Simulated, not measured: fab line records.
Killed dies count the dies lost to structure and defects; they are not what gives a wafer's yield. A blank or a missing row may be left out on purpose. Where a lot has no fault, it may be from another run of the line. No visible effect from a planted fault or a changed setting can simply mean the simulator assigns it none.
Which tool was responsible? -- flow n5-finfet -- 72 wafers from 24 lots sampled at 6 of the route's 1938 steps

== WHAT EACH GAUGE READ, for each wafer ==
N5_BEOL_M3_CD_MEAS_28: target cd 25.7 nm, target cd y 23.3 nm.
lot,measured,on,cd-nm (nm)
L074,day 7 01:13,cd-sem-03,25.63 25.44 25.56
L075,day 7 05:29,cd-sem-01,25.41 25.85 25.38
L076,day 7 11:47,cd-sem-03,25.76 25.32 25.51
L077,day 7 18:21,cd-sem-03,26.05 25.71 25.51
L078,day 8 05:32,cd-sem-01,25.96 25.68 25.89
L079,day 8 05:50,cd-sem-01,25.13 25.69 25.61
L080,day 8 13:41,cd-sem-03,25.39 25.45 25.48
L081,day 8 23:30,cd-sem-03,25.57 26.02 26.07
L082,day 9 06:33,cd-sem-03,25.72 25.55 25.85
L083,day 9 08:05,cd-sem-02,25.55 25.79 25.94
L084,day 9 18:12,cd-sem-02,25.68 25.89 25.47
L085,day 9 23:34,cd-sem-01,25.61 25.57 25.76
L086,day 10 05:41,cd-sem-03,26.03 25.86 26.02
L087,day 10 06:24,cd-sem-03,25.95 25.73 25.54
L089,day 10 19:09,cd-sem-01,25.85 25.37 25.36
L088,day 11 00:47,cd-sem-02,25.83 25.94 25.82
L090,day 11 00:59,cd-sem-03,25.52 25.51 25.30
L093,day 11 17:25,cd-sem-02,25.55 25.90 25.62
L091,day 11 22:07,cd-sem-02,26.10 25.28 25.81
L092,day 11 22:28,cd-sem-03,25.72 25.59 25.35
L094,day 12 00:16,cd-sem-02,25.71 25.69 25.82
L095,day 12 04:02,cd-sem-03,25.49 25.53 25.41
L096,day 12 18:25,cd-sem-03,25.92 25.86 25.52
L097,day 13 16:30,cd-sem-03,25.78 25.60 25.51

N5_BEOL_M3_RS_MEAS_58: measures by four-point-probe.
lot,measured,on,M3_RS (ohm/sq)
L074,day 7 09:14,film-metro-01,0.69 0.65 0.67
L075,day 7 13:30,film-metro-02,0.62 0.63 0.63
L076,day 7 23:10,film-metro-01,0.69 0.67 0.66
L077,day 8 02:52,film-metro-02,0.68 0.68 0.68
L078,day 8 14:19,film-metro-01,0.70 0.70 0.69
L079,day 8 14:49,film-metro-01,0.65 0.64 0.64
L080,day 8 21:43,film-metro-01,0.67 0.67 0.68
L081,day 9 07:17,film-metro-02,0.78 0.74 0.66
L082,day 9 15:04,film-metro-01,0.67 0.66 0.65
L083,day 9 15:35,film-metro-01,0.66 0.64 0.63
L084,day 10 02:35,film-metro-01,0.72 0.65 0.64
L085,day 10 07:30,film-metro-02,0.69 0.67 0.66
L086,day 10 12:52,film-metro-01,0.70 0.67 0.63
L087,day 10 16:53,film-metro-02,0.67 0.62 0.63
L089,day 11 00:31,film-metro-02,0.67 0.65 0.62
L088,day 11 06:40,film-metro-02,0.71 0.65 0.66
L090,day 11 07:04,film-metro-01,0.66 0.64 0.62
L093,day 12 02:04,film-metro-01,0.67 0.64 0.64
L091,day 12 03:14,film-metro-01,0.64 0.61 0.63
L092,day 12 04:49,film-metro-01,0.69 0.67 0.62
L094,day 12 05:38,film-metro-02,0.62 0.65 0.63
L095,day 12 11:43,film-metro-01,0.69 0.64 0.65
L096,day 13 02:35,film-metro-02,0.69 0.66 0.68
L097,day 13 21:59,film-metro-02,0.69 0.68 0.70

== EACH LOT AND THE TOOL THAT RAN IT (in order: tool; ch and the chambers of the sampled wafers; start) ==
lot,N5_BEOL_M3_DESCUM_33,N5_BEOL_M3_ETCH_77,N5_BEOL_M3_SURFACE_TREAT_85,N5_BEOL_M3_ANNEAL_91
L074,"rie-diel-03 ch 1,2,3, day 7 01:31","rie-diel-03 ch 1,2,3, day 7 01:33","pvd-sputter-03, day 7 04:38","pvd-sputter-01, day 7 06:02"
L075,"rie-diel-03 ch 2,3, day 7 05:36","rie-diel-03 ch 2,3, day 7 05:38","pvd-sputter-02, day 7 07:44","pvd-sputter-03, day 7 09:09"
L076,"rie-diel-03 ch 0,2,3, day 7 11:55","rie-diel-03 ch 0,2,3, day 7 11:57","pvd-sputter-02, day 7 16:16","pvd-sputter-02, day 7 17:47"
L077,"rie-diel-04 ch 1,2,3, day 7 18:35","rie-diel-04 ch 1,2,3, day 7 18:37","pvd-sputter-03, day 7 20:11","pvd-sputter-02, day 7 21:35"
L078,"rie-diel-04 ch 1,3, day 8 05:40","rie-diel-04 ch 1,3, day 8 05:42","pvd-sputter-01, day 8 08:41","pvd-sputter-01, day 8 10:05"
L079,"rie-diel-04 ch 0,3, day 8 06:07","rie-diel-04 ch 0,3, day 8 06:09","pvd-sputter-01, day 8 08:49","pvd-sputter-03, day 8 10:19"
L080,"rie-diel-02 ch 0,1,2, day 8 13:49","rie-diel-02 ch 0,1,2, day 8 13:50","pvd-sputter-03, day 8 15:08","pvd-sputter-03, day 8 16:33"
L081,"rie-diel-03 ch 0,3, day 8 23:37","rie-diel-03 ch 0,3, day 8 23:39","pvd-sputter-03, day 9 01:10","pvd-sputter-01, day 9 02:38"
L082,"rie-diel-04 ch 0,1,3, day 9 06:40","rie-diel-04 ch 0,1,3, day 9 06:43","pvd-sputter-03, day 9 08:01","pvd-sputter-03, day 9 09:32"
L083,"rie-diel-02 ch 0,1,2, day 9 08:13","rie-diel-02 ch 0,1,2, day 9 08:14","pvd-sputter-02, day 9 09:57","pvd-sputter-03, day 9 11:35"
L084,"rie-diel-03 ch 1,2, day 9 18:19","rie-diel-03 ch 1,2, day 9 18:22","pvd-sputter-01, day 9 19:49","pvd-sputter-01, day 9 21:13"
L085,"rie-diel-04 ch 0,1, day 9 23:41","rie-diel-04 ch 0,1, day 9 23:43","pvd-sputter-03, day 10 01:24","pvd-sputter-01, day 10 03:17"
L086,"rie-diel-04 ch 0,1,3, day 10 06:07","rie-diel-04 ch 0,1,3, day 10 06:08","pvd-sputter-03, day 10 09:20","pvd-sputter-03, day 10 10:58"
L087,"rie-diel-04 ch 0,2,3, day 10 06:31","rie-diel-04 ch 0,2,3, day 10 06:34","pvd-sputter-02, day 10 11:59","pvd-sputter-03, day 10 13:26"
L089,"rie-diel-03 ch 0,1,3, day 10 19:18","rie-diel-03 ch 0,1,3, day 10 19:20","pvd-sputter-02, day 10 21:05","pvd-sputter-03, day 10 22:54"
L088,"rie-diel-03 ch 0,1,3, day 11 00:55","rie-diel-03 ch 0,1,3, day 11 00:56","pvd-sputter-01, day 11 03:38","pvd-sputter-01, day 11 05:02"
L090,"rie-diel-02 ch 0,2,3, day 11 01:06","rie-diel-02 ch 0,2,3, day 11 01:08","pvd-sputter-02, day 11 03:50","pvd-sputter-02, day 11 05:26"
L093,"rie-diel-02 ch 1,2,3, day 11 17:34","rie-diel-02 ch 1,2,3, day 11 17:35","pvd-sputter-03, day 11 19:56","pvd-sputter-02, day 11 21:24"
L091,"rie-diel-02 ch 2,3, day 11 22:22","rie-diel-02 ch 2,3, day 11 22:24","pvd-sputter-02, day 11 23:36","pvd-sputter-03, day 12 01:04"
L092,"rie-diel-04 ch 0,1,2, day 11 23:02","rie-diel-04 ch 0,1,2, day 11 23:04","pvd-sputter-03, day 12 01:43","pvd-sputter-03, day 12 03:11"
L094,"rie-diel-03 ch 2,3, day 12 00:24","rie-diel-03 ch 2,3, day 12 00:26","pvd-sputter-02, day 12 02:35","pvd-sputter-02, day 12 03:59"
L095,"rie-diel-02 ch 0,1,2, day 12 04:10","rie-diel-02 ch 0,1,2, day 12 04:11","pvd-sputter-02, day 12 08:22","pvd-sputter-02, day 12 10:03"
L096,"rie-diel-04 ch 1,3, day 12 19:26","rie-diel-04 ch 1,3, day 12 19:28","pvd-sputter-03, day 12 21:44","pvd-sputter-02, day 13 00:58"
L097,"rie-diel-02 ch 1,3, day 13 16:37","rie-diel-02 ch 1,3, day 13 16:39","pvd-sputter-01, day 13 18:43","pvd-sputter-02, day 13 20:20"
- N5_BEOL_M3_DESCUM_33: chemistry O2, time 7 s.
- N5_BEOL_M3_ETCH_77: etches underlayer in N2/H2, target depth 6.5 nm, time 5.2 s.
- N5_BEOL_M3_SURFACE_TREAT_85
- N5_BEOL_M3_ANNEAL_91: time 240 s.

== AS READ BY THE TOOLS THEMSELVES (means over the sampled wafers that have a number; for cases with no such wafer, the mark the record gives instead) ==
N5_BEOL_M3_DESCUM_33.
lot,tool,drypump-motor-current-A (A),oes-product-au (a.u.),rf-vpp-V (V),showerhead-plenum-p-Torr (Torr),temp-c (C),throttle-valve-pct (%)
L074,rie-diel-03,5.7,0.74,243.2,2.06,39.92,20.41
L075,rie-diel-03,6.2,0.79,241.8,2.02,40.00,20.39
L076,rie-diel-03,6.2,0.77,241.0,2.01,39.94,20.45
L077,rie-diel-04,5.9,0.72,244.0,2.10,39.95,20.49
L078,rie-diel-04,6.0,0.75,244.0,2.14,39.98,20.41
L079,rie-diel-04,5.7,0.71,243.2,2.07,39.96,20.69
L080,rie-diel-02,5.5,0.83,242.7,2.03,39.86,20.17
L081,rie-diel-03,6.1,0.77,241.8,2.01,40.02,20.54
L082,rie-diel-04,5.8,0.72,244.2,2.11,39.93,20.55
L083,rie-diel-02,5.5,0.82,241.4,2.02,40.06,20.19
L084,rie-diel-03,5.2,0.89,243.6,2.09,40.06,20.20
L085,rie-diel-04,5.9,0.73,243.3,2.14,40.01,20.46
L086,rie-diel-04,5.8,0.72,243.3,2.10,39.99,20.57
L087,rie-diel-04,5.7,0.79,242.5,2.06,39.89,20.55
L089,rie-diel-03,5.7,0.82,242.0,2.05,40.10,20.41
L088,rie-diel-03,5.7,0.82,242.7,2.05,39.98,20.40
L090,rie-diel-02,5.7,0.86,243.5,2.09,39.92,20.16
L093,rie-diel-02,5.7,0.86,241.4,2.04,39.93,19.94
L091,rie-diel-02,5.9,0.90,243.6,2.11,39.91,19.89
L092,rie-diel-04,5.8,0.77,243.8,2.09,40.02,20.45
L094,rie-diel-03,6.2,0.74,241.4,2.00,39.98,20.40
L095,rie-diel-02,5.5,0.79,241.0,2.02,40.11,20.22
L096,rie-diel-04,5.9,0.72,243.1,2.09,39.98,20.55
L097,rie-diel-02,6.1,0.83,242.4,2.05,40.15,19.91

N5_BEOL_M3_ETCH_77.
lot,tool,bias-w (W),drypump-motor-current-A (A),etch-rf-on-time-s (s),oes-product-au (a.u.),rf-vpp-V (V),showerhead-plenum-p-Torr (Torr),throttle-valve-pct (%)
L074,rie-diel-03,150.3,5.7,5.20,0.63,523.6,2.50,17.89
L075,rie-diel-03,150.6,6.2,5.23,0.66,521.6,2.45,17.87
L076,rie-diel-03,149.9,6.2,5.22,0.66,520.4,2.44,17.87
L077,rie-diel-04,149.6,5.9,5.33,0.61,524.1,2.56,17.96
L078,rie-diel-04,149.8,6.0,5.22,0.64,526.7,2.60,17.87
L079,rie-diel-04,150.5,5.7,5.14,0.61,524.0,2.52,18.11
L080,rie-diel-02,150.0,5.5,5.08,0.71,521.8,2.46,17.59
L081,rie-diel-03,149.9,6.1,5.21,0.65,521.3,2.43,17.87
L082,rie-diel-04,150.5,5.8,5.21,0.62,524.5,2.56,18.01
L083,rie-diel-02,150.5,5.5,5.13,0.70,521.4,2.46,17.59
L084,rie-diel-03,150.1,5.2,5.07,0.77,524.8,2.54,17.66
L085,rie-diel-04,150.2,5.9,5.25,0.62,525.2,2.60,17.92
L086,rie-diel-04,150.2,5.8,5.21,0.61,523.7,2.56,18.02
L087,rie-diel-04,149.7,5.7,5.20,0.67,522.4,2.50,17.96
L089,rie-diel-03,149.5,5.7,5.11,0.70,522.0,2.49,17.77
L088,rie-diel-03,150.1,5.7,5.12,0.70,522.4,2.49,17.75
L090,rie-diel-02,149.6,5.7,5.19,0.73,522.4,2.54,17.60
L093,rie-diel-02,149.9,5.7,5.11,0.73,521.0,2.47,17.40
L091,rie-diel-02,150.0,5.9,5.15,0.76,524.7,2.56,17.41
L092,rie-diel-04,150.2,5.8,5.28,0.66,524.4,2.55,17.90
L094,rie-diel-03,149.6,6.2,5.21,0.62,520.4,2.44,17.95
L095,rie-diel-02,149.5,5.5,5.15,0.67,522.0,2.45,17.63
L096,rie-diel-04,149.9,5.9,5.27,0.60,523.5,2.55,18.04
L097,rie-diel-02,150.0,6.1,5.18,0.71,522.3,2.51,17.44

N5_BEOL_M3_ANNEAL_91.
lot,tool,heater-power-w (W)
L074,pvd-sputter-01,849
L075,pvd-sputter-03,780
L076,pvd-sputter-02,826
L077,pvd-sputter-02,893
L078,pvd-sputter-01,846
L079,pvd-sputter-03,784
L080,pvd-sputter-03,778
L081,pvd-sputter-01,885
L082,pvd-sputter-03,823
L083,pvd-sputter-03,831
L084,pvd-sputter-01,868
L085,pvd-sputter-01,882
L086,pvd-sputter-03,819
L087,pvd-sputter-03,821
L089,pvd-sputter-03,787
L088,pvd-sputter-01,896
L090,pvd-sputter-02,859
L093,pvd-sputter-02,937
L091,pvd-sputter-03,782
L092,pvd-sputter-03,821
L094,pvd-sputter-02,968
L095,pvd-sputter-02,946
L096,pvd-sputter-02,911
L097,pvd-sputter-02,831

== THE ANSWER, worked out from the rows above alone ==
Rule: what is usual is taken from the lots themselves. Put in order of their means at a reading, lots are off if they are a third of the lots or fewer, leave a main group of 4 or more, and stand apart from it by a gap of 3 or more times the standard deviation of the main group's means; of several such gaps the widest counts. The tables above print the reading to a certain number of digits; a main group whose means all agree to those digits is not used. A lot without any number at a reading at which 4 lots or more have one is off too. Any other lot the step has rows for is counted as sound. The gauges are gone through in route order, then the tools' own readings, and for those a lot's mean is taken as printed above. The first step at which some lot is off is used, and at that step the reading that is off furthest; a lot without a number counts as furthest.
None of the lots is off at any reading shown; this tells nothing.

== WHAT THE SIMULATOR PUT IN ==
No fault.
